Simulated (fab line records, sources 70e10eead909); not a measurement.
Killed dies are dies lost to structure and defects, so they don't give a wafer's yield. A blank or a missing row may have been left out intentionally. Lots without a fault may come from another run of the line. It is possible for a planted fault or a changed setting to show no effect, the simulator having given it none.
fab line records	flow nandHarc
record lots=12	wafers=36	lastDay=33
route steps=1302 shown A_STAIRCASE@686 END@1302
lots with no fault: from the same line, run without faults
startH: the number of hours between the record's first day and the start of the first shown wafer of the lot	waitH: hours from the lot's prior step to this one	" identical to the entry in the row above	L1.1+2: a row that stands for several wafers	- no value, or no start given	* or withheld: withheld	< > ~ a bound
route shown NAME@n: a module of which the file shows steps, and the number in the route of the first	usual: average and standard deviation across the fault-free wafers	same: alike in all rows	chamber/n: place in a boat	sites: per-site readings	_std_site: their standard deviation	_edge_site: inner sites' mean taken away from outer sites' mean	radiusMm: for every site, how far away it sits from the centre of the wafer	mask NAME#n: copy n	behind: the tool/chamber that last shaped the wafer	hold: why the lot went on hold/how many hours it stayed there/how the hold came to an end	device: whichever transistor did not switch (one of n, p or np)	end of line: tests run on the same wafers once the route is complete	where a step has no rows: the recipe by itself	killed: at the first sort, the dies lost to defects and structure; wafer yield is something else	map: dies across one wafer; x = killed, . = not, _ = none there
set.NAME: the run value of the setting; set.NAME@STEP: its run value at that earlier step	model.NAME: the simulator's own value behind a step, which no gauge read
steps of the route over a sample of lots; a table a step, a row a wafer
services: a tool's chamber out of use, with start hour (startH, from the record's first day; less than 0 if before it), hours out, and reason
## steps
# step NHARC_A_STAIRCASE_STRIP_175
# recipe powerW=1500	tempC=250	chemistry=O2
# usual drypumpMotorCurrentA=5.9/0.49	heaterPowerW=321/37
lot.wafer	tool	chamber	startH	waitH	drypumpMotorCurrentA	heaterPowerW	rfHoursCounterH
L321.4	plasmaAsher-01	1	371.27	0.2	6.5	318	-
L321.6	"	1	"	"	6.5	314	-
L321.5	"	0	"	"	5.6	282	-
L327.1	plasmaAsher-02	1	436.24	0.1	5.2	355	0
L327.4	"	1	"	"	5.2	353	-
L327.5	"	1	"	"	5.2	341	-
L326.1	plasmaAsher-02	0	444.90	0.1	6.1	374	4
L326.4	"	1	"	"	5.2	342	-
L326.5	"	0	"	"	6.1	375	-
L328.2	plasmaAsher-01	1	451.66	0.1	6.5	313	22
L328.3	"	1	"	"	6.5	309	-
L328.6	"	0	"	"	5.6	275	-
L334.2	plasmaAsher-02	0	500.53	0.1	6.1	378	14
L334.4	"	0	"	"	6.1	383	-
L334.5	"	1	"	"	5.2	344	-
L335.2	plasmaAsher-02	1	525.11	0.4	5.2	344	19
L335.3	"	1	"	"	5.2	344	-
L335.6	"	0	"	"	6.1	367	-
L337.2	plasmaAsher-01	0	528.47	0.1	5.6	263	0
L337.1	"	1	"	"	6.5	322	0
L337.4	"	1	"	"	6.5	324	-
L338.2	plasmaAsher-02	0	539.91	0.1	6.1	390	24
L338.4	"	0	"	"	6.1	362	-
L338.6	"	1	"	"	5.2	348	-
L339.2	plasmaAsher-01	1	559.10	0.1	6.5	321	6
L339.3	"	0	"	"	5.6	267	-
L339.5	"	0	"	"	5.6	258	-
L341.2	plasmaAsher-01	0	576.74	0.4	5.6	266	11
L341.3	"	0	"	"	5.6	264	-
L341.5	"	1	"	"	6.5	315	-
L340.4	plasmaAsher-01	0	577.96	0.5	5.6	257	-
L340.3	"	1	"	"	6.5	329	-
L340.5	"	0	"	"	5.6	256	-
L342.2	plasmaAsher-01	1	580.08	0.1	6.5	313	13
L342.3	"	1	"	"	6.5	318	-
L342.5	"	1	"	"	6.5	314	-
# step NHARC_A_STAIRCASE_ETCH_190
# recipe targetDepthA=1000	timeS=40.5	ionEnergyEv=400	c4f8FlowSccm=20	o2FlowSccm=10	arFlowSccm=withheld	rfW=600	biasW=1000	chemistry=C4F8/O2
# usual biasW=1000.2/2.8	chamberPressureMTorr=25.000/0.024	oesProductAu=0.945/0.014	rfVppV=897/4.9
lot.wafer	tool	chamber	startH	waitH	biasW	chamberPressureMTorr	oesProductAu	rfHoursCounterH	rfVppV
L321.4	rieDiel-13	0	373.26	-	1002.3	24.988	0.946	-	896
L321.5	"	1	"	"	999.6	25.031	0.942	-	905
L321.6	"	2	"	"	1000.3	24.964	0.948	-	890
L327.1	rieDiel-02	0	438.06	-	-	-	-	-	-
L327.4	"	2	"	"	-	-	-	-	-
L327.5	"	0	"	"	-	-	-	-	-
L326.4	rieDiel-13	1	446.79	-	-	-	-	-	-
L326.1	"	0	"	"	-	-	-	-	-
L326.5	"	2	"	"	-	-	-	-	-
L328.3	rieDiel-02	3	453.49	-	-	-	-	-	-
L328.2	"	0	"	"	-	-	-	-	-
L328.6	"	1	"	"	-	-	-	-	-
L334.2	rieDiel-13	2	502.52	-	999.0	25.015	0.955	49	889
L334.4	"	0	"	"	1001.0	25.024	0.936	47	895
L334.5	"	1	"	"	998.5	24.974	0.925	-	905
L335.3	rieDiel-04	3	530.46	-	1004.5	24.997	0.955	56	899
L335.2	"	0	"	"	996.5	24.996	0.969	63	898
L335.6	"	3	"	"	1004.6	25.000	0.957	-	900
L337.1	rieDiel-13	0	530.49	-	1002.8	25.008	0.938	1	894
L337.2	"	1	"	"	998.7	25.051	0.956	1	903
L337.4	"	2	"	"	1004.6	24.969	0.946	1	890
L338.4	rieDiel-13	0	541.85	-	1001.3	24.989	0.948	4	894
L338.2	"	2	"	"	1000.8	24.982	0.955	5	889
L338.6	"	0	"	"	998.0	25.032	0.950	-	894
L339.2	rieDiel-04	0	561.09	-	1001.1	24.997	0.988	8	897
L339.3	"	3	"	"	997.4	24.966	0.965	9	899
L339.5	"	1	"	"	1000.1	24.971	0.958	-	900
L341.2	rieDiel-13	0	578.62	-	999.4	25.011	0.944	17	895
L341.3	"	2	"	"	995.8	24.983	0.935	17	890
L341.5	"	0	"	"	1002.7	25.040	0.947	-	895
L340.3	rieDiel-13	2	579.95	-	997.3	25.011	0.936	18	889
L340.4	"	3	"	"	1002.6	24.997	0.921	20	895
L340.5	"	0	"	"	1003.3	25.023	0.930	-	894
L342.3	rieDiel-13	1	582.52	-	997.9	25.030	0.951	17	903
L342.2	"	2	"	"	999.9	25.013	0.938	19	888
L342.5	"	2	"	"	1001.4	24.978	0.932	-	890
# step NHARC_A_STAIRCASE_TRIM_196
# recipe timeS=211.2	o2FlowSccm=500	arFlowSccm=0	biasW=0	chemistry=O2
# usual drypumpMotorCurrentA=5.9/0.61	mfcArSccm=0.019/0.0098	oesProductAu=1.005/0.011	rfVppV=57.8/0.93	showerheadPlenumPTorr=3.57/0.14	throttleValvePct=17.036/0.0092
lot.wafer	tool	chamber	startH	waitH	drypumpMotorCurrentA	mfcArSccm	oesProductAu	rfHoursCounterH	rfVppV	showerheadPlenumPTorr	throttleValvePct
L321.6	rieDiel-13	0	374.05	0.1	5.3	0.023	1.000	-	57.7	3.52	17.065
L321.4	"	1	"	"	6.5	0.031	1.003	-	58.9	3.77	17.040
L321.5	"	2	"	"	4.9	0.016	1.011	-	57.1	3.37	17.041
L327.1	rieDiel-02	0	438.69	0.1	6.6	0	1.000	9	56.8	3.77	17.032
L327.4	"	3	"	"	6.7	0.026	1.001	6	58.7	3.51	17.049
L327.5	"	1	"	"	6.6	0.013	0.985	-	55.3	3.33	17.017
L326.4	rieDiel-02	0	447.42	0.1	6.6	0	1.013	15	57.3	3.77	17.029
L326.1	"	1	"	"	6.6	0.013	1.003	14	55.7	3.32	17.033
L326.5	"	0	"	"	6.6	0	1.012	-	57.7	3.77	17.029
L328.3	rieDiel-13	1	454.64	0.1	6.5	0.031	0.989	32	58.4	3.76	17.022
L328.2	"	2	"	"	4.9	0.016	1.014	30	57.1	3.36	17.040
L328.6	"	0	"	"	5.3	0.023	1.004	-	57.5	3.51	17.045
L334.4	rieDiel-13	3	503.20	0.1	6.0	0.013	1.006	49	58.4	3.49	17.034
L334.2	"	0	"	"	5.3	0.023	1.012	47	56.4	3.50	17.031
L334.5	"	2	"	"	4.9	0.016	1.023	-	57.4	3.35	17.053
L335.3	rieDiel-04	0	531.09	0.1	5.9	0.027	1.020	63	55.8	3.59	17.039
L335.2	"	3	"	"	5.6	0.027	1.008	57	58.5	3.64	17.046
L335.6	"	1	"	"	5.8	0.012	1.010	-	56.8	3.62	17.029
L337.4	rieDiel-13	3	531.12	0.1	6.1	0.013	0.987	1	58.1	3.49	17.034
L337.2	"	1	"	"	6.5	0.031	0.990	1	58.2	3.74	17.033
L337.1	"	2	"	"	4.9	0.016	1.007	1	57.6	3.35	17.041
L338.4	rieDiel-13	3	542.51	0.1	6.0	0.013	0.983	5	58.8	3.49	17.029
L338.2	"	1	"	"	6.6	0.031	1.002	4	57.5	3.74	17.034
L338.6	"	2	"	"	4.9	0.016	0.999	-	56.6	3.34	17.039
L339.3	rieDiel-13	0	561.75	0.1	5.3	0.023	1.000	11	57.6	3.49	17.035
L339.2	"	1	"	"	6.5	0.031	1.011	10	59.9	3.74	17.049
L339.5	"	3	"	"	6.0	0.013	0.992	-	58.3	3.48	17.034
L341.2	rieDiel-04	0	579.46	0.1	5.9	0.027	1.031	14	57.3	3.58	17.032
L341.3	"	1	"	"	5.8	0.012	1.036	17	56.2	3.61	17.030
L341.5	"	0	"	"	5.9	0.027	1.028	-	57.1	3.58	17.031
L340.3	rieDiel-04	3	580.58	0.1	5.6	0.027	0.995	15	56.9	3.63	17.044
L340.4	"	0	"	"	5.9	0.027	1.030	14	58.8	3.58	17.036
L340.5	"	0	"	"	5.9	0.027	1.025	-	57.8	3.58	17.026
L342.3	rieDiel-13	3	583.32	0.1	6.1	0.013	0.998	21	59.0	3.48	17.038
L342.2	"	1	"	"	6.5	0.031	1.025	18	57.9	3.73	17.020
L342.5	"	2	"	"	4.9	0.016	1.005	-	58.2	3.34	17.036
# step NHARC_A_STAIRCASE_ETCH_203
# recipe targetDepthA=1000	timeS=40.5	ionEnergyEv=400	c4f8FlowSccm=20	o2FlowSccm=10	arFlowSccm=withheld	rfW=600	biasW=1000	chemistry=C4F8/O2
# usual biasW=1000.3/2.9	chamberPressureMTorr=25.001/0.024	oesProductAu=0.948/0.012	rfVppV=897/4.9
lot.wafer	tool	chamber	startH	waitH	biasW	chamberPressureMTorr	oesProductAu	rfHoursCounterH	rfVppV
L321.6	rieDiel-13	2	-	-	998.1	24.994	0.952	-	890
L321.5	"	0	"	"	1000.1	24.945	0.946	-	897
L321.4	"	1	"	"	1003.1	25.017	0.943	-	906
L327.1	rieDiel-02	3	-	-	1003.4	25.027	0.955	7	895
L327.4	"	1	"	"	1003.5	25.009	0.946	9	888
L327.5	"	3	"	"	1001.8	24.955	0.955	-	895
L326.1	rieDiel-02	3	-	-	999.5	24.991	0.951	12	894
L326.4	"	1	"	"	996.3	24.996	0.964	15	887
L326.5	"	0	"	"	1002.2	24.981	0.942	-	905
L328.3	rieDiel-13	2	-	-	999.0	24.976	0.958	30	889
L328.2	"	0	"	"	1004.9	25.013	0.954	32	895
L328.6	"	2	"	"	1000.3	24.997	0.949	-	890
L334.4	rieDiel-13	1	-	-	1003.3	24.967	0.930	50	904
L334.2	"	2	"	"	997.0	24.964	0.963	49	889
L334.5	"	1	"	"	1003.9	25.021	0.931	-	903
L335.3	rieDiel-04	0	-	-	1003.1	24.982	0.974	63	899
L335.2	"	1	"	"	1002.4	24.987	0.956	66	900
L335.6	"	3	"	"	999.4	25.010	0.955	-	900
L337.4	rieDiel-13	1	-	-	996.1	24.994	0.937	1	902
L337.1	"	3	"	"	1005.0	25.011	0.921	1	893
L337.2	"	0	"	"	999.7	24.968	0.940	1	895
L338.2	rieDiel-13	0	-	-	1003.6	25.002	0.946	5	894
L338.4	"	3	"	"	1005.1	25.024	0.924	5	895
L338.6	"	1	"	"	1002.2	25.023	0.949	-	904
L339.3	rieDiel-13	1	-	-	996.2	24.956	0.957	10	903
L339.2	"	3	"	"	994.8	24.998	0.922	11	895
L339.5	"	1	"	"	999.3	25.013	0.962	-	901
L341.3	rieDiel-04	2	-	-	1002.3	25.018	0.964	18	896
L341.2	"	1	"	"	995.3	25.009	0.969	18	899
L341.5	"	3	"	"	1000.7	24.986	0.940	-	897
L340.4	rieDiel-04	3	-	-	999.2	24.979	0.932	16	901
L340.3	"	1	"	"	998.4	24.988	0.963	18	899
L340.5	"	3	"	"	995.9	25.013	0.929	-	900
L342.3	rieDiel-13	2	-	-	1001.5	25.026	0.945	20	889
L342.2	"	3	"	"	1001.5	24.978	0.932	21	892
L342.5	"	2	"	"	1000.3	25.000	0.948	-	888
# step NHARC_END_SORT_01
# recipe tempC=25
# usual killedAtArray=59/20	killedAtOther=0.8/1.1	killedAtPeriphery=5/3.1	killedDies=64/21	killedOpen=3.4/1.9	killedShort=2.3/1.7
# same grossDies=677
lot.wafer	tool	chamber	startH	waitH	killedAtArray	killedAtOther	killedAtPeriphery	killedDies	killedOpen	killedShort
L327.1	prober-02	0	634.51	2.5	674	0	3	677	3	2
L327.4	prober-02	0	636.93	3.4	674	0	3	677	2	1
L327.5	prober-02	0	637.74	3.7	672	1	4	677	6	2
L326.1	prober-01	0	645.57	2.5	677	0	0	677	1	2
L326.4	prober-01	0	647.96	3.4	676	0	1	677	3	1
L326.5	prober-01	0	648.75	3.7	676	0	1	677	4	0
L328.2	prober-02	0	646.36	2.8	674	0	3	677	2	2
L328.3	prober-02	0	647.16	3.1	674	0	3	677	2	1
L328.6	prober-02	0	649.56	4.0	673	0	4	677	3	2
# killed by level:class
L327.1 A_STAIRCASE:areaEtch=612 A_CHANNEL_HOLE_D1:chamberFilmFlake=40 A_CHANNEL_HOLE_D2:chamberFilmFlake=9 A_CONTACT:chamberFilmFlake=4 A_WL_FILL:chamberFilmFlake=3 P_CONTACT:geometricParticle:open=1 A_SOURCE_PLATE:geometricParticle:open=1 A_ONON_D1:geometricParticle:short=1
L327.4 A_STAIRCASE:areaEtch=613 A_CHANNEL_HOLE_D1:chamberFilmFlake=35 A_CHANNEL_HOLE_D2:chamberFilmFlake=11 A_CONTACT:chamberFilmFlake=7 A_WL_FILL:chamberFilmFlake=5 P_GATE:geometricParticle:open=1 A_SOURCE_PLATE:geometricParticle:short=1 A_ONON_D2:geometricParticle:open=1
L327.5 A_STAIRCASE:areaEtch=614 A_CHANNEL_HOLE_D1:chamberFilmFlake=31 A_CHANNEL_HOLE_D2:chamberFilmFlake=8 A_CONTACT:chamberFilmFlake=8 A_CHANNEL_FILL_D1:geometricParticle:open=2 A_STAIRCASE:chamberFilmFlake=2 P_CONTACT:geometricParticle:short=1 P_M0:geometricParticle:open=1
L326.1 A_STAIRCASE:areaEtch=634 A_CHANNEL_HOLE_D2:chamberFilmFlake=32 A_CHANNEL_HOLE_D1:chamberFilmFlake=3 A_WL_FILL:chamberFilmFlake=2 A_CHANNEL_FILL_D1:geometricParticle:short=1 A_DECK1_JOINT:geometricParticle:short=1 A_CHANNEL_FILL_D2:geometricParticle:open=1 A_STAIRCASE:chamberFilmFlake=1
L328.2 A_STAIRCASE:areaEtch=621 A_SLIT:chamberFilmFlake=25 A_CHANNEL_HOLE_D2:chamberFilmFlake=9 A_CONTACT:chamberFilmFlake=6 A_M1:chamberFilmFlake=6 A_CHANNEL_HOLE_D1:chamberFilmFlake=4 P_STI:chamberFilmFlake=2 P_STI:geometricParticle:short=1
L328.3 A_STAIRCASE:areaEtch=611 A_SLIT:chamberFilmFlake=33 A_CHANNEL_HOLE_D2:chamberFilmFlake=13 A_CHANNEL_HOLE_D1:chamberFilmFlake=4 A_STAIRCASE:chamberFilmFlake=3 P_STI:chamberFilmFlake=2 A_ZERO_WELL:chamberFilmFlake=2 A_CONTACT:chamberFilmFlake=2
L326.4 A_STAIRCASE:areaEtch=624 A_CHANNEL_HOLE_D2:chamberFilmFlake=37 A_CHANNEL_HOLE_D1:chamberFilmFlake=3 A_STAIRCASE:chamberFilmFlake=3 A_SLIT:chamberFilmFlake=3 A_CHANNEL_FILL_D1:geometricParticle:short=1 A_DECK1_JOINT:geometricParticle:open=1 A_WL_FILL:geometricParticle:open=1
L326.5 A_STAIRCASE:areaEtch=633 A_CHANNEL_HOLE_D2:chamberFilmFlake=29 A_CHANNEL_HOLE_D1:chamberFilmFlake=6 A_STAIRCASE:chamberFilmFlake=2 A_BONDPAD:chamberFilmFlake=2 P_M1:geometricParticle:open=1 A_CHANNEL_FILL_D1:geometricParticle:open=1 A_CHANNEL_HOLE_D2:geometricParticle:open=1
L328.6 A_STAIRCASE:areaEtch=620 A_SLIT:chamberFilmFlake=22 A_CHANNEL_HOLE_D2:chamberFilmFlake=13 P_ZERO_WELL:chamberFilmFlake=3 A_ZERO_WELL:chamberFilmFlake=3 A_CHANNEL_HOLE_D1:chamberFilmFlake=3 A_STAIRCASE:chamberFilmFlake=2 A_CONTACT:chamberFilmFlake=2
## services
tool	chamber	startH	hours	kind
rieDiel-13	0	351.12	-	clean
rieDiel-13	1	351.12	-	clean
rieDiel-13	2	351.12	-	clean
rieDiel-13	3	351.12	-	clean
rieDiel-04	-	355.03	9.0	pm
rieDiel-13	3	367.40	20.9	repair
rieDiel-04	2	368.63	3.7	repair
rieDiel-13	0	375.62	-	clean
rieDiel-13	1	375.62	-	clean
rieDiel-13	2	375.62	-	clean
rieDiel-13	2	377.01	6.5	repair
rieDiel-04	3	385.98	1.7	repair
rieDiel-02	2	395.21	33.8	repair
rieDiel-02	-	396.42	9.0	pm
rieDiel-13	0	402.78	-	clean
rieDiel-02	3	405.54	8.1	repair
rieDiel-13	2	418.27	18.2	repair
plasmaAsher-02	-	426.07	9.0	pm
rieDiel-04	2	440.61	33.2	repair
plasmaAsher-01	-	519.11	9.0	pm
rieDiel-04	-	532.03	9.0	pm
rieDiel-13	2	547.64	2.1	repair
plasmaAsher-02	-	573.11	7.3	repair
rieDiel-02	-	573.48	9.0	pm
## key
firstSign step=NHARC_A_STAIRCASE_ETCH_190	reading=toolRecord	direction=missing
effect step=NHARC_END_SORT_01	reading=killedAtArray	direction=up	sigmas=32	usual=59	struck=674
moreKillsBornAt NHARC_A_STAIRCASE_ETCH_190@rieDiel-02=3691	NHARC_A_STAIRCASE_ETCH_190@rieDiel-13=1891
metAt NHARC_A_STAIRCASE_ETCH_190
struckLots L326,L327,L328
laterRowsLeftOut L326.1,L326.4,L326.5,L327.1,L327.4,L327.5,L328.2,L328.3,L328.6
testerLeftOut L326,L327,L328
notActingAt NHARC_A_STAIRCASE_STRIP_175,NHARC_A_STAIRCASE_TRIM_196,NHARC_A_STAIRCASE_ETCH_203
onsetBetween 373.26 438.06
fault kind=skippedStepWhole	tool=rieDiel-02,rieDiel-13	chamber=-	onsetH=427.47	steps=NHARC_A_STAIRCASE_ETCH_190	scope=struckLotsOnly
# testerLeftOut: of these lots the tester's yield and bins aren't shown, on N5 and GAA mostly nor the transistor test; their killed dies are dies lost to structure and defects alone, not to doping, threshold or leakage, so they don't give the yield
# laterRowsLeftOut: the simulator's readings of these wafers behind a module that went badly wrong aren't trusted and aren't shown, but for the sort
